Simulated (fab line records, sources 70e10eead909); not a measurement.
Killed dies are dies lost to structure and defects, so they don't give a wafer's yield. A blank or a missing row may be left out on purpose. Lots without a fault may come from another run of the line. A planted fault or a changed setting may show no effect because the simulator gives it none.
One fault seen from 2 desks | flow nand_harc | each desk has only its own numbers; what lay behind them comes last

THE TOOL OWNER'S DESK: pecvd-01
The tool's own readings at NHARC_A_ONON_D1_DEP_33 (deposits SiO2, target thk 200 nm): means of the sampled wafers that have a number, for each lot that ran on this tool. A lot is out of limits, marked OUT, if its mean lies more than 4 standard deviations from the usual mean; the brackets give that distance.
Columns: A = heater_power_w at NHARC_A_ONON_D1_DEP_33, usual 534 W; B = rf_fwd_power_W at NHARC_A_ONON_D1_DEP_33, usual 898 W; C = showerhead_vpp_V at NHARC_A_ONON_D1_DEP_33, usual 1902 V; D = throttle_valve_pct at NHARC_A_ONON_D1_DEP_33, usual 15.9 %
lot  | first seen here | A   | B              | C    | D
L119 | day 8 17:16     | 501 | 900            | 1864 | 15.4
L120 | day 9 00:58     | 511 | 897            | 1838 | 15.3
L124 | day 10 23:10    | 499 | 897            | 1898 | 15.5
L127 | day 12 06:49    | 522 | 1019 (+40) OUT | 1985 | 15.4
L128 | day 12 16:10    | 497 | 1020 (+41) OUT | 1977 | 15.5
L141 | day 17 18:20    | 479 | 899            | 1883 | 15.5
This desk's finding: out of limits on L127, L128; first on L127, day 12 06:49 (rf_fwd_power_W at NHARC_A_ONON_D1_DEP_33). In limits: L119, L120, L124, L141.

THE METROLOGY DESK
What the gauges read, lot by lot, whatever tool the lot ran on: means of the sampled wafers that have a number. A lot is out of limits, marked OUT, if its mean lies more than 4 standard deviations from the usual mean; the brackets give that distance.
Columns: A = thk_nm at NHARC_P_BONDPAD_THK_MEAS_20, usual 160.5 nm; B = thk_nm at NHARC_A_SOURCE_PLATE_THK_MEAS_06, usual 200.2 nm; C = thk_nm at NHARC_A_ONON_D1_THK_MEAS_02, usual 1000 nm; D = thk_nm at NHARC_A_ONON_D1_THK_MEAS_34, usual 200.4 nm
lot  | first seen here | A     | B     | C    | D
L118 | day 6 16:10     | 160.4 | 199.4 | 1014 | 201.6
L119 | day 7 04:53     | 160.6 | 201.3 | 1009 | 202.5
L120 | day 7 10:08     | 159.9 | 201.5 | 1002 | 201.4
L124 | day 9 06:20     | 159.7 | 198.7 | 1002 | 199.8
L127 | day 10 16:49    | 159.8 | 200.4 | 994  | 209.0
L128 | day 11 04:18    | 160.2 | 200.7 | 987  | 207.2
L132 | day 12 20:25    | 159.6 | 199.5 | 992  | 199.0
L134 | day 13 13:48    | 160.7 | 201.7 | 1010 | 200.6
L135 | day 13 22:42    | 160.7 | 201.4 | 997  | 202.5
L138 | day 15 03:56    | 160.5 | 201.4 | 1001 | 202.3
L139 | day 15 17:56    | 161.5 | 197.0 | 997  | 199.4
L140 | day 16 02:55    | 160.5 | 200.4 | 999  | 201.3
L141 | day 16 05:56    | 159.8 | 198.9 | 1004 | 200.2
This desk's finding: nothing out of limits on any of the 13 lots.

PUT TOGETHER
The tool owner's desk could have raised an alarm at day 12 06:49, on L127, L128.
The metrology desk saw nothing out of limits.
The metrology desk has L127, L128 on record, within its limits.
Of the lots named, all ran NHARC_A_ONON_D1_DEP_33 on pecvd-01.

WHAT THE SIMULATOR HAD PUT IN
Process parameter drift: pecvd-01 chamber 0, from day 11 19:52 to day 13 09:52, at NHARC_A_ONON_D1_DEP_33. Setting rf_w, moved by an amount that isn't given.
Lots struck among those shown: L127, L128.
Hours from the fault's start to each desk's first reading out of limits: the tool owner's desk, 11.
